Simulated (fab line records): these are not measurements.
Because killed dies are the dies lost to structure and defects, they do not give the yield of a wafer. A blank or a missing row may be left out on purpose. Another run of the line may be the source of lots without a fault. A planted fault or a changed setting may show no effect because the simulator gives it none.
Split-lot experiment :: flow n5-finfet :: route with 1938 steps; 7 lots, 21 wafers read

## ABOUT THE SPLIT
At N5_BEOL_M13_ETCH_68 (etches SOC in N2/H2, time 355 s), the setting time-s was moved away from the recipe's 355 s on 12 of the 21 wafers read, by -21.6% to +5.9%. All remaining wafers had this setting at the recipe value.

The reading is taken at the split's own step.

## THE READING
SiARC_of_BEOL_M13_COAT_66.thk-nm (the simulator's own value, which no gauge read), in nm, at N5_BEOL_M13_ETCH_68 (etches SOC in N2/H2, time 355 s). The file does not state a usual value for it. Average 77.3 nm, standard deviation 0.78 nm, over the 9 wafers here run with the recipe.

wafer: L074.2
tool, chamber at the split: rie-diel-03, 1
time-s as run, s: 284.9
against the recipe: -19.7%
SiARC_of_BEOL_M13_COAT_66.thk-nm, nm: 83.2
against lot-mates on the recipe: +6.2

wafer: L074.3
tool, chamber at the split: rie-diel-03, 2
time-s as run, s: 284.9
against the recipe: -19.7%
SiARC_of_BEOL_M13_COAT_66.thk-nm, nm: 83
against lot-mates on the recipe: +6.0

wafer: L074.5
tool, chamber at the split: rie-diel-03, 3
time-s as run, s: 355
against the recipe: recipe
SiARC_of_BEOL_M13_COAT_66.thk-nm, nm: 77
against lot-mates on the recipe: -

wafer: L083.2
tool, chamber at the split: rie-diel-02, 0
time-s as run, s: 375.6
against the recipe: +5.8%
SiARC_of_BEOL_M13_COAT_66.thk-nm, nm: 75.6
against lot-mates on the recipe: -2.2

wafer: L083.4
tool, chamber at the split: rie-diel-02, 2
time-s as run, s: 355
against the recipe: recipe
SiARC_of_BEOL_M13_COAT_66.thk-nm, nm: 77.8
against lot-mates on the recipe: -

wafer: L083.6
tool, chamber at the split: rie-diel-02, 1
time-s as run, s: 375.6
against the recipe: +5.8%
SiARC_of_BEOL_M13_COAT_66.thk-nm, nm: 77.4
against lot-mates on the recipe: -0.4

wafer: L082.2
tool, chamber at the split: rie-diel-04, 3
time-s as run, s: 303.2
against the recipe: -14.6%
SiARC_of_BEOL_M13_COAT_66.thk-nm, nm: 82.2
against lot-mates on the recipe: +4.6

wafer: L082.4
tool, chamber at the split: rie-diel-04, 1
time-s as run, s: 303.2
against the recipe: -14.6%
SiARC_of_BEOL_M13_COAT_66.thk-nm, nm: 82
against lot-mates on the recipe: +4.4

wafer: L082.6
tool, chamber at the split: rie-diel-04, 2
time-s as run, s: 355
against the recipe: recipe
SiARC_of_BEOL_M13_COAT_66.thk-nm, nm: 77.6
against lot-mates on the recipe: -

wafer: L087.2
tool, chamber at the split: rie-diel-02, 2
time-s as run, s: 375.8
against the recipe: +5.9%
SiARC_of_BEOL_M13_COAT_66.thk-nm, nm: 75.4
against lot-mates on the recipe: -2.2

wafer: L087.5
tool, chamber at the split: rie-diel-02, 0
time-s as run, s: 355
against the recipe: recipe
SiARC_of_BEOL_M13_COAT_66.thk-nm, nm: 77.6
against lot-mates on the recipe: -

wafer: L087.6
tool, chamber at the split: rie-diel-02, 3
time-s as run, s: 375.8
against the recipe: +5.9%
SiARC_of_BEOL_M13_COAT_66.thk-nm, nm: 73.8
against lot-mates on the recipe: -3.8

wafer: L089.3
tool, chamber at the split: rie-diel-02, 0
time-s as run, s: 355
against the recipe: recipe
SiARC_of_BEOL_M13_COAT_66.thk-nm, nm: 77.4
against lot-mates on the recipe: -

wafer: L089.4
tool, chamber at the split: rie-diel-02, 1
time-s as run, s: 355
against the recipe: recipe
SiARC_of_BEOL_M13_COAT_66.thk-nm, nm: 78.8
against lot-mates on the recipe: -

wafer: L089.5
tool, chamber at the split: rie-diel-02, 3
time-s as run, s: 355
against the recipe: recipe
SiARC_of_BEOL_M13_COAT_66.thk-nm, nm: 75.8
against lot-mates on the recipe: -

wafer: L091.2
tool, chamber at the split: rie-diel-04, 2
time-s as run, s: 355
against the recipe: recipe
SiARC_of_BEOL_M13_COAT_66.thk-nm, nm: 76.8
against lot-mates on the recipe: -

wafer: L091.3
tool, chamber at the split: rie-diel-04, 3
time-s as run, s: 278.3
against the recipe: -21.6%
SiARC_of_BEOL_M13_COAT_66.thk-nm, nm: 84.2
against lot-mates on the recipe: +7.4

wafer: L091.4
tool, chamber at the split: rie-diel-04, 3
time-s as run, s: 278.3
against the recipe: -21.6%
SiARC_of_BEOL_M13_COAT_66.thk-nm, nm: 83.6
against lot-mates on the recipe: +6.8

wafer: L095.1
tool, chamber at the split: rie-diel-04, 1
time-s as run, s: 281.1
against the recipe: -20.8%
SiARC_of_BEOL_M13_COAT_66.thk-nm, nm: 82.2
against lot-mates on the recipe: +5.4

wafer: L095.5
tool, chamber at the split: rie-diel-04, 0
time-s as run, s: 355
against the recipe: recipe
SiARC_of_BEOL_M13_COAT_66.thk-nm, nm: 76.8
against lot-mates on the recipe: -

wafer: L095.6
tool, chamber at the split: rie-diel-04, 3
time-s as run, s: 281.1
against the recipe: -20.8%
SiARC_of_BEOL_M13_COAT_66.thk-nm, nm: 83.8
against lot-mates on the recipe: +7.0

THE FIT
A straight line over all 21 wafers: SiARC_of_BEOL_M13_COAT_66.thk-nm changes by -0.297 nm for each +1% of time-s; r = -0.97; the points scatter about the line by 0.87 nm.
The same after taking each lot's own level away (the mean of its wafers on the recipe; 21 wafers): -0.319 nm for each +1%; r = -0.97; scatter 0.81 nm.
Per that fit: largest time-s move, reading shift of 6.9 nm.
The lots' own levels span 76.80 to 77.80 nm, that is 1.3 times the standard deviation above.
The two slopes agree, so the slope changes little with the lot-to-lot level.
Check: +6.67 nm against its lot-mates is what the line predicts for one of the wafers moved furthest among these (-21.6%) when that wafer is left out of the fit. Against them it came out at +7.4 nm.

## OTHER SPLITS APPLIED TO THESE WAFERS
Note: prior to the reading, these wafers also went through further splits. Each is held against what the fit with the lots' levels taken away leaves over:
other split on the same wafers: N5_BEOL_M6_COAT_22 spin-rpm
wafers away from the commonest value: 8
r with SiARC_of_BEOL_M13_COAT_66.thk-nm (lot level and that fit taken away): +0.07

other split on the same wafers: N5_BEOL_M7_DESCUM_33 time-s
wafers away from the commonest value: 10
r with SiARC_of_BEOL_M13_COAT_66.thk-nm (lot level and that fit taken away): +0.18

other split on the same wafers: N5_BEOL_M7_VIA_ETCH_34 bias-w
wafers away from the commonest value: 7
r with SiARC_of_BEOL_M13_COAT_66.thk-nm (lot level and that fit taken away): -0.17

other split on the same wafers: N5_BEOL_M8_DESCUM_16 time-s
wafers away from the commonest value: 11
r with SiARC_of_BEOL_M13_COAT_66.thk-nm (lot level and that fit taken away): +0.39

other split on the same wafers: N5_BEOL_M8_COAT_22 spin-rpm
wafers away from the commonest value: 5
r with SiARC_of_BEOL_M13_COAT_66.thk-nm (lot level and that fit taken away): -0.18

other split on the same wafers: N5_BEOL_M10_ILD_DEP_00 time-s
wafers away from the commonest value: 8
r with SiARC_of_BEOL_M13_COAT_66.thk-nm (lot level and that fit taken away): +0.40

other split on the same wafers: N5_BEOL_M10_EXPOSE_25 dose-mj
wafers away from the commonest value: 5
r with SiARC_of_BEOL_M13_COAT_66.thk-nm (lot level and that fit taken away): -0.02

other split on the same wafers: N5_BEOL_M10_VIA_ETCH_34 source-w
wafers away from the commonest value: 11
r with SiARC_of_BEOL_M13_COAT_66.thk-nm (lot level and that fit taken away): +0.11

other split on the same wafers: N5_BEOL_M12_CMP_49 down-force-psi
wafers away from the commonest value: 8
r with SiARC_of_BEOL_M13_COAT_66.thk-nm (lot level and that fit taken away): +0.13

## FILE'S OWN FIT
SiARC_of_BEOL_M13_COAT_66.thk-nm changes by -0.314 nm for each +1% of time-s, r = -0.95.
